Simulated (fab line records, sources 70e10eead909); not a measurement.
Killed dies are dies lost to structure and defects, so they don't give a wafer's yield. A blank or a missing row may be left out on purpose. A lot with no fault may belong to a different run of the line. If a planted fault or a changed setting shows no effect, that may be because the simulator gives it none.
fab line records ; flow nand-harc
record lots=14; wafers=41; last-day=24
route steps=1159 shown A_WL_FILL@813 A_M1@1051 A_BONDPAD@1073 END@1159
lots with no fault: from the same line, run without faults
start-h: start of the lot's first displayed wafer, in hours after the record's first day ; wait-h: how many hours have passed since the lot's step before this one ; " repeats the value in the row above ; L1.1+2: a single row standing in for several wafers ; - no value, or no start given ; * or withheld: withheld ; < > ~ a bound
route shown NAME@n: names a module that has steps shown in the file, with the first one's number in the route ; usual: the fault-free wafers' mean and standard deviation ; same: alike in all rows ; chamber/n: place in a boat ; sites: readings site by site ; _std_site: standard deviation of those values ; _edge_site: outer sites' mean less inner sites' ; radius-mm: for every site, how far away it sits from the centre of the wafer ; mask NAME#n: copy n ; behind: the most recent tool/chamber to have shaped the wafer ; hold: reason for holding the lot/hours on hold/outcome of the hold ; device: the n, p or np transistor that did not switch ; end of line: the same wafers' tests at the end of the route ; a step given without rows: its recipe and nothing more ; killed: dies lost to structure and defects at the first sort, not the wafer's yield ; map: the dies of a wafer, with x for killed, . for not killed, _ for no die there
set.NAME: the setting that was run; set.NAME@STEP: the one run at that earlier step ; model.NAME: the simulator's own value behind a step, which no gauge read
the route's steps for a sample of lots (tables are steps, rows are wafers)
services: the hour from which a tool's chamber was out of use, counted from the record's first day as start-h (under 0 if before that day), plus the number of hours and why
## steps
# step NHARC_A_WL_FILL_CVD_03
# recipe target-thk-a=400; temp-c=300; pressure-torr=40; wf6-flow-sccm=40; h2-flow-sccm=1600; ar-flow-sccm=1560; time-s=3302; material=W
# usual heater-power-w=491/34; throttle-valve-pct=7.83/0.2
lot.wafer;tool;chamber;start-h;wait-h;heater-power-w;throttle-valve-pct
L382.1;cvd-w-02;1;344.46;4.4;458;7.85
L382.4;cvd-w-02;1;344.46;4.4;477;7.88
L382.6;cvd-w-02;1;344.46;4.4;484;7.89
L383.2;cvd-w-01;0;344.83;4.6;505;7.86
L383.3;cvd-w-01;1;344.83;4.6;515;8.02
L383.6;cvd-w-01;0;346.74;6.5;514;7.95
L385.2;cvd-w-01;0;348.13;1.2;507;7.95
L385.6;cvd-w-01;1;349.55;2.6;524;7.88
L385.5;cvd-w-01;0;349.55;2.6;499;7.73
L384.1;cvd-w-01;0;350.98;3.9;506;7.98
L384.4;cvd-w-01;1;350.98;3.9;529;7.93
L384.6;cvd-w-01;0;352.86;5.7;511;7.86
L388.2;cvd-w-01;1;383.18;0.1;525;7.89
L388.1;cvd-w-01;0;383.18;0.1;501;7.66
L388.5;cvd-w-01;0;385.54;2.4;490;7.85
L387.2;cvd-w-01;0;386.49;3.3;502;7.59
L387.3;cvd-w-01;0;386.49;3.3;506;7.87
L387.5;cvd-w-01;0;386.49;3.3;502;7.77
L389.2;cvd-w-01;0;389.27;5.9;510;7.76
L389.1;cvd-w-01;1;389.27;5.9;522;7.95
L389.4;cvd-w-01;0;389.27;5.9;506;8.13
L386.3;cvd-w-01;0;393.56;6.6;496;7.71
L386.4;cvd-w-01;1;393.56;6.6;520;7.75
L386.6;cvd-w-01;1;393.56;6.6;536;8.18
L391.4;cvd-w-01;1;398.20;1.0;522;7.86
L391.3;cvd-w-01;0;398.20;1.0;492;7.90
L393.1;cvd-w-01;1;403.70;0.1;521;8.08
L393.2;cvd-w-01;0;403.70;0.1;509;7.67
L393.4;cvd-w-01;1;403.70;0.1;521;7.97
L398.2;cvd-w-02;1;434.76;0.5;459;7.87
L398.3;cvd-w-02;1;434.76;0.5;457;7.70
L398.6;cvd-w-02;0;434.76;0.5;430;7.79
L402.2;cvd-w-01;1;476.13;3.3;528;8.17
L402.4;cvd-w-01;0;476.13;3.3;495;7.94
L402.3;cvd-w-01;1;476.13;3.3;520;7.90
L403.1;cvd-w-02;0;477.38;4.4;428;7.49
L403.3;cvd-w-02;1;477.38;4.4;456;7.76
L403.4;cvd-w-02;0;477.38;4.4;425;7.98
L404.4;cvd-w-01;0;479.41;6.4;498;7.77
L404.5;cvd-w-01;0;479.41;6.4;497;7.87
L404.6;cvd-w-01;1;479.41;6.4;504;8.28
# step NHARC_A_M1_ANNEAL_31
# recipe temp-c=225; time-s=90
# usual wafer_temp_C_max=226.0/0.33
lot.wafer;tool;chamber;start-h;wait-h;wafer_temp_C_max
L382.1;rtp-anneal-02;0;408.85;0.4;225.4
L382.4;rtp-anneal-02;0;408.85;0.4;225.8
L382.6;rtp-anneal-02;0;408.85;0.4;226.0
L385.2;rtp-anneal-01;0;410.45;-;226.3
L385.5;rtp-anneal-01;0;410.45;-;225.9
L385.6;rtp-anneal-01;0;410.45;-;226.0
L383.2;rtp-anneal-01;0;418.65;0.3;226.2
L383.3;rtp-anneal-01;0;418.65;0.3;225.7
L383.6;rtp-anneal-01;0;418.65;0.3;226.2
L384.1;rtp-anneal-02;0;418.93;-;225.5
L384.4;rtp-anneal-02;0;418.93;-;225.8
L384.6;rtp-anneal-02;0;418.93;-;225.9
L387.2;rtp-anneal-01;0;451.23;0.4;226.3
L387.3;rtp-anneal-01;0;451.23;0.4;226.3
L387.5;rtp-anneal-01;0;451.23;0.4;226.3
L388.1;rtp-anneal-01;0;452.65;0.3;226.3
L388.2;rtp-anneal-01;0;452.65;0.3;226.1
L388.5;rtp-anneal-01;0;452.65;0.3;226.1
L389.1;rtp-anneal-02;0;458.67;0.3;225.9
L389.2;rtp-anneal-02;0;458.67;0.3;225.7
L389.4;rtp-anneal-02;0;458.67;0.3;226.0
L386.3;rtp-anneal-01;0;458.79;0.3;226.2
L386.6;rtp-anneal-01;0;458.79;0.3;226.4
L391.3;rtp-anneal-01;0;462.42;0.3;226.5
L393.2;rtp-anneal-02;0;468.78;-;225.7
L398.2;rtp-anneal-02;0;501.11;0.3;225.6
L398.3;rtp-anneal-02;0;501.11;0.3;225.3
L398.6;rtp-anneal-02;0;501.11;0.3;226.1
L402.2;rtp-anneal-02;0;540.79;0.3;226.0
L402.3;rtp-anneal-02;0;540.79;0.3;226.0
L402.4;rtp-anneal-02;0;540.79;0.3;226.0
L404.4;rtp-anneal-01;0;543.89;-;226.0
L404.5;rtp-anneal-01;0;543.89;-;226.0
L404.6;rtp-anneal-01;0;543.89;-;225.9
L403.1;rtp-anneal-01;0;547.56;0.3;226.2
L403.3;rtp-anneal-01;0;547.56;0.3;226.2
L403.4;rtp-anneal-01;0;547.56;0.3;225.5
# step NHARC_A_M1_DEP_33
# recipe target-thk-a=300; temp-c=370; target-thk-nm=30; pressure-torr=3; flow-sccm=200; rf-w=450; material=SiCN
# usual heater-power-w=578/70
lot.wafer;tool;chamber;start-h;wait-h;heater-power-w
L382.1;pecvd-01;0;409.81;0.1;500
L382.6;pecvd-01;0;409.81;0.1;494
L382.4;pecvd-01;1;409.81;0.1;606
L385.2;pecvd-02;0;411.62;0.1;512
L385.5;pecvd-02;2;411.62;0.1;544
L385.6;pecvd-02;0;411.62;0.1;519
L383.2;pecvd-03;1;419.87;0.1;578
L383.3;pecvd-03;2;419.87;0.1;473
L383.6;pecvd-03;1;419.87;0.1;543
L384.1;pecvd-02;2;419.93;0.1;541
L384.4;pecvd-02;1;419.93;0.1;591
L384.6;pecvd-02;0;419.93;0.1;532
L387.3;pecvd-03;1;452.23;0.1;489
L387.2;pecvd-03;2;452.23;0.1;584
L387.5;pecvd-03;0;452.23;0.1;608
L388.2;pecvd-02;1;453.61;0.1;575
L388.1;pecvd-02;0;453.61;0.1;577
L388.5;pecvd-02;1;453.61;0.1;561
L389.2;pecvd-01;2;460.45;0.1;786
L389.1;pecvd-01;0;460.45;0.1;616
L389.4;pecvd-01;1;460.45;0.1;599
L386.3;pecvd-02;2;460.63;0.1;557
L386.6;pecvd-02;2;460.63;0.1;560
L391.3;pecvd-03;2;463.32;0.1;583
L393.2;pecvd-02;2;469.78;0.1;551
L398.3;pecvd-01;2;502.02;0.1;800
L398.2;pecvd-01;1;502.02;0.1;563
L398.6;pecvd-01;1;502.02;0.1;579
L402.2;pecvd-03;2;541.72;0.1;548
L402.3;pecvd-03;1;541.72;0.1;480
L402.4;pecvd-03;2;541.72;0.1;559
L404.6;pecvd-03;2;544.83;0.2;523
L404.4;pecvd-03;0;544.83;0.2;611
L404.5;pecvd-03;1;544.83;0.2;524
L403.3;pecvd-03;2;548.57;0.1;539
L403.1;pecvd-03;0;548.57;0.1;547
L403.4;pecvd-03;1;548.57;0.1;519
# step NHARC_A_BONDPAD_OVL_MEAS_35
# usual overlay-x-nm=0/6.2; overlay-y-nm=0/5.9
lot.wafer;tool;chamber;start-h;wait-h;overlay-x-nm;overlay-y-nm
L382.1;overlay-02;-;411.68;-;6;7
L382.4;overlay-02;-;411.68;-;6;7
L382.6;overlay-02;-;411.68;-;5;7
L385.2;overlay-01;-;413.75;-;-3;4
L385.5;overlay-01;-;413.75;-;-3;5
L385.6;overlay-01;-;413.75;-;-3;4
L383.2;overlay-01;-;421.73;-;2;-3
L383.3;overlay-01;-;421.73;-;2;-3
L383.6;overlay-01;-;421.73;-;1;-3
L384.1;overlay-02;-;421.89;-;3;9
L384.4;overlay-02;-;421.89;-;4;10
L384.6;overlay-02;-;421.89;-;4;10
L387.2;overlay-01;-;454.92;-;1;0
L387.3;overlay-01;-;454.92;-;1;1
L387.5;overlay-01;-;454.92;-;1;0
L388.1;overlay-01;-;455.37;-;10;-4
L388.2;overlay-01;-;455.37;-;9;-4
L388.5;overlay-01;-;455.37;-;9;-4
L389.1;overlay-01;-;462.19;-;-1;-3
L389.2;overlay-01;-;462.19;-;-2;-3
L389.4;overlay-01;-;462.19;-;-2;-3
L386.3;overlay-02;-;462.43;-;7;6
L386.6;overlay-02;-;462.43;-;7;6
L391.3;overlay-01;-;465.16;-;-3;3
L393.2;overlay-02;-;471.59;-;1;4
L398.2;overlay-02;-;503.90;-;-9;1
L398.3;overlay-02;-;503.90;-;-10;1
L398.6;overlay-02;-;503.90;-;-9;1
L402.2;overlay-01;-;543.59;-;-4;11
L402.3;overlay-01;-;543.59;-;-5;10
L402.4;overlay-01;-;543.59;-;-4;11
L404.4;overlay-01;-;546.63;-;-5;-6
L404.5;overlay-01;-;546.63;-;-5;-6
L404.6;overlay-01;-;546.63;-;-5;-6
L403.1;overlay-01;-;550.40;-;-5;-4
L403.3;overlay-01;-;550.40;-;-4;-4
L403.4;overlay-01;-;550.40;-;-4;-4
# step NHARC_END_SORT_01
# recipe temp-c=25
# usual killed-at-array=25/9.5; killed-at-other=0.8/1.2; killed-at-periphery=3.4/2.2; killed-dies=29/10; killed-open=3.3/1.8; killed-short=2.1/1.4
# same gross-dies=677
lot.wafer;tool;chamber;start-h;wait-h;killed-at-array;killed-at-other;killed-at-periphery;killed-dies;killed-open;killed-short
L386.3;prober-01;0;496.88;3.1;9;0;5;14;7;2
L386.4;prober-01;0;497.67;3.4;671;1;3;675;4;2
L386.6;prober-01;0;499.26;4.0;10;0;2;12;4;1
L393.1;prober-01;0;510.82;2.5;675;0;2;677;0;4
L393.2;prober-01;0;511.62;2.8;29;0;5;34;1;5
L393.4;prober-01;0;513.22;3.4;671;0;6;677;6;0
# killed by level:class
L386.3 P_M0:geometric-particle:open=2 A_ONON_D1:geometric-particle:open=2 P_ZERO_WELL:chamber-film-flake=2 A_CHANNEL_HOLE_D1:chamber-film-flake=2 P_CONTACT:geometric-particle:open=1 A_SOURCE_PLATE:geometric-particle:short=1 A_CHANNEL_HOLE_D1:geometric-particle:open=1 A_CHANNEL_FILL_D1:geometric-particle:open=1
L386.4 A_WL_FILL:area-cvd=664 A_SGD_CUT:geometric-particle:open=2 P_GATE:geometric-particle:open=1 P_GATE:geometric-particle:short=1 A_ONON_D1:geometric-particle:short=1 A_CONTACT:geometric-particle:open=1 P_BONDPAD:chamber-film-flake=1 A_ZERO_WELL:chamber-film-flake=1
L386.6 A_ONON_D1:geometric-particle:open=3 A_CHANNEL_HOLE_D1:chamber-film-flake=3 A_SGD_CUT:geometric-particle:short=1 A_BLC:geometric-particle:open=1 P_STI:chamber-film-flake=1 P_GATE:chamber-film-flake=1 A_CHANNEL_FILL_D1:chamber-film-flake=1 A_STAIRCASE:chamber-film-flake=1
L393.1 A_WL_FILL:area-cvd=655 A_CHANNEL_HOLE_D1:chamber-film-flake=14 A_WL_FILL:chamber-film-flake=2 A_ONON_D1:geometric-particle:short=1 A_SGD_CUT:geometric-particle:short=1 A_BLC:geometric-particle:short=1 A_M1:geometric-particle:short=1 P_STI:chamber-film-flake=1
L393.2 A_CHANNEL_HOLE_D1:chamber-film-flake=18 A_STAIRCASE:chamber-film-flake=5 P_GATE:chamber-film-flake=2 A_WL_FILL:chamber-film-flake=2 P_STI:geometric-particle:short=1 P_GATE:geometric-particle:short=1 P_M2:geometric-particle:short=1 A_ONON_D1:geometric-particle:short=1
L393.4 A_WL_FILL:area-cvd=640 A_CHANNEL_HOLE_D1:chamber-film-flake=20 A_STAIRCASE:chamber-film-flake=5 A_BLC:geometric-particle:open=2 A_M0:geometric-particle:open=2 P_GATE:chamber-film-flake=2 A_CONTACT:chamber-film-flake=2 P_CONTACT:geometric-particle:open=1
## services
tool;chamber;start-h;hours;kind
pecvd-03;-;321.24;4.4;repair
pecvd-02;-;334.53;13.0;pm
pecvd-02;0;334.53;13.0;vent-cycle
pecvd-02;1;334.53;13.0;vent-cycle
pecvd-01;0;363.24;29.6;repair
pecvd-03;1;364.95;9.8;repair
cvd-w-02;-;379.06;13.0;pm
pecvd-01;-;418.11;13.0;pm
cvd-w-01;1;420.41;14.3;repair
pecvd-03;2;457.59;5.2;repair
pecvd-03;-;473.23;13.0;pm
pecvd-03;0;473.23;13.0;vent-cycle
pecvd-03;1;473.23;13.0;vent-cycle
pecvd-03;2;473.23;13.0;vent-cycle
cvd-w-01;-;481.26;13.0;pm
cvd-w-01;0;481.26;13.0;vent-cycle
cvd-w-01;1;481.26;13.0;vent-cycle
pecvd-03;0;486.23;-;clean
pecvd-03;1;486.23;-;clean
pecvd-03;2;486.23;-;clean
pecvd-02;-;493.84;0.9;repair
cvd-w-01;0;494.26;-;clean
cvd-w-01;1;494.26;-;clean
pecvd-02;-;515.53;13.0;pm
## key
first-sign step=NHARC_END_SORT_01; reading=killed-at-array; direction=up; sigmas=68; usual=25; struck=672
effect step=NHARC_END_SORT_01; reading=killed-dies; direction=up; sigmas=63; usual=29; struck=676
more-kills-born-at NHARC_A_WL_FILL_CVD_03@cvd-w-01=1959
met-at NHARC_A_WL_FILL_CVD_03
struck-lots L386,L393
struck-wafers L386.4,L393.1,L393.4
later-rows-left-out L386.4,L393.1,L393.4
tester-left-out L386,L393
not-acting-at NHARC_A_M1_ANNEAL_31,NHARC_A_M1_DEP_33,NHARC_A_BONDPAD_OVL_MEAS_35
fault kind=process-parameter-drift; tool=cvd-w-01; chamber=-; onset-h=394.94; steps=NHARC_A_WL_FILL_CVD_03; channel=target-thk-a; offset=*; shape=step; end-h=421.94; scope=struck-wafers-only; acts-in=*; stated=*
# tester-left-out: of these lots the tester's yield and bins aren't shown, on N5 and GAA mostly nor the transistor test; their killed dies are dies lost to structure and defects alone, not to doping, threshold or leakage, so they don't give the yield
# later-rows-left-out: the simulator's readings of these wafers behind a module that went badly wrong aren't trusted and aren't shown, but for the sort
